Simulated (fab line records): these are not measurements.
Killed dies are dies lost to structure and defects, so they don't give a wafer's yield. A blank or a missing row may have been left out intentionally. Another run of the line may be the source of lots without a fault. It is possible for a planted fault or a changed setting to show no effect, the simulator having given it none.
A lot that was struck, set against a sound lot / flow nandHarc / 22 steps out of a route of 1159
Sound: the wafers L153.3, L153.5, L153.6. The struck wafers were L162.1, L162.2, L162.3. The cause is named last.
Per side, at each step with rows, come the tool, then ch with its chambers, and then its first start. Under that, the readings that differ: sound wafers / struck wafers / difference of the means / sigmas: that difference in standard deviations of wafers without a fault.
alike: same words and numbers on both sides, and readings whose means sit less than 2 such deviations apart. not compared: any withheld reading, any reading some wafer has no value for, any bound like >300 that may hide the same value, and any number with overlapping values for which the record gives no deviation.
A row with sigmas, a row that says differs or no value, or rows on one side alone: a step with any of these is where the two part. Non-overlapping numbers with no deviation appear without sigmas and do not part them. Lack of a reading on every wafer of one side parts them only where that side has two or more wafers.

first, 10 steps without rows for these wafers: NHARC_P_M0_PRE_CLEAN_31 (time 12 s); NHARC_P_M0_DEP_32 (deposits SiCN, target thk 30 nm); NHARC_P_M1_DEP_00 (deposits SiOC, target thk 182.5 nm); NHARC_P_M1_DEHYDRATE_01 (time 120 s); NHARC_P_M1_HMDS_02 (time 30 s); NHARC_P_M1_COAT_34 (time 65 s); NHARC_P_M1_COAT_03 (resist thk 90 nm); NHARC_P_M1_SOFTBAKE_04 (time 55 s); NHARC_P_M1_EBR_05; NHARC_P_M1_EXPOSE_06 (exposes mask P M1, target cd 130 nm).
NHARC_P_M1_PEB_07: peb time 65 s.
  sound on lithoTrack-01 ch 0, day 6 15:07; struck on lithoTrack-01 ch 0, day 9 04:11
then, 1 step without rows for these wafers: NHARC_P_M1_DEVELOP_08 (develop time 35 s).
NHARC_P_M1_CD_MEAS_09: target cd 130 nm.
  sound on cdSem-02 ch 0, day 6 15:12; struck on cdSem-03 ch 0
reading=cdNm (nm); sound=129.2 129.2 128.8; struck=135.6 136.6 135.8; difference=+6.9; sigmas=+10
  not compared: hold
NHARC_P_M1_OVL_MEAS_10: pitch 260 nm.
  sound on overlay-01, day 6 15:17; struck on overlay-01, day 9 05:58
reading=hold; sound=- - -; struck=awaitDispo/1.4h/release awaitDispo/1.4h/release awaitDispo/1.4h/release; difference=no value on the sound wafers; sigmas=
  alike: overlayXNm, overlayYNm
NHARC_P_M1_DESCUM_14: chemistry O2, time 3 s.
  sound on rieDiel-08 ch 1,2,3, day 6 15:25; struck on rieDiel-04 ch 0,2,3, day 9 06:04
reading=oesProductAu (a.u.); sound=1.003 1.014 1.006; struck=0.991 0.991 0.981; difference=-0.020; sigmas=-2
reading=model.P_M1.cdNm (nm); sound=129.3 129.4 129.1; struck=135.9 136.3 136.5; difference=+7.0; sigmas=
  alike: drypumpMotorCurrentA, rfVppV, showerheadPlenumPTorr, throttleValvePct
  not compared: rfHoursCounterH
then, 2 steps without rows for these wafers: NHARC_P_M1_ETCH_35 (etches the open film in N2/H2, target depth 40 nm, overetch 12 nm, time 43.94 s); NHARC_P_M1_ETCH_15 (etches the open film in C4F8/Ar, target depth 182.5 nm, time 91.2 s).
NHARC_P_M1_CD_MEAS_16:
  sound on cdSem-02, day 6 15:41; struck on cdSem-02, day 9 06:37
reading=cdNm (nm); sound=129.4 129.7 129.7; struck=135.1 136.4 136.6; difference=+6.4; sigmas=+8
  not compared: hold
NHARC_P_M1_STRIP_18: strips in N2/H2.
  sound on rieDiel-04 ch 0,1, day 6 15:47; struck on rieDiel-04 ch 0,2,3, day 9 09:28
reading=hold; sound=- - -; struck=awaitDispo/2.8h/release awaitDispo/2.8h/release awaitDispo/2.8h/release; difference=no value on the sound wafers; sigmas=
  alike: drypumpMotorCurrentA, oesProductAu, rfVppV, showerheadPlenumPTorr, throttleValvePct
  not compared: rfHoursCounterH
NHARC_P_M1_ETCH_28: etches the open film in CF4/N2, target depth 30 nm, time 72.99 s.
  sound: rieDiel-04 ch 1,2; struck: rieDiel-04 ch 0,1,2
reading=model.P_M1.cdNm (nm); sound=129.2 129.3 129.6; struck=136.2 136.7 137.9; difference=+7.6; sigmas=
  alike: cf4FlowSccm, drypumpMotorCurrentA, oesProductAu, rfVppV, showerheadPlenumPTorr, throttleValvePct
  not compared: rfHoursCounterH
then, 1 step without rows for these wafers: NHARC_P_M1_STRIP_19 (strips in post etch residue remover, time 600 s).
-- the record jumps here: 14 days lie between the struck wafers' starts before and after (it left off in module P_M1 and takes up again in module END, whose first step shown is number 1159 of the route) --
NHARC_END_SORT_01:
  the record has rows for the struck wafers here (prober-02 ch 0, day 23 13:53) and none for the sound ones

## WHERE THEY PART
Earliest at NHARC_P_M1_CD_MEAS_09; latest, in this record, at NHARC_END_SORT_01.

WHY: what had been put in by the simulator
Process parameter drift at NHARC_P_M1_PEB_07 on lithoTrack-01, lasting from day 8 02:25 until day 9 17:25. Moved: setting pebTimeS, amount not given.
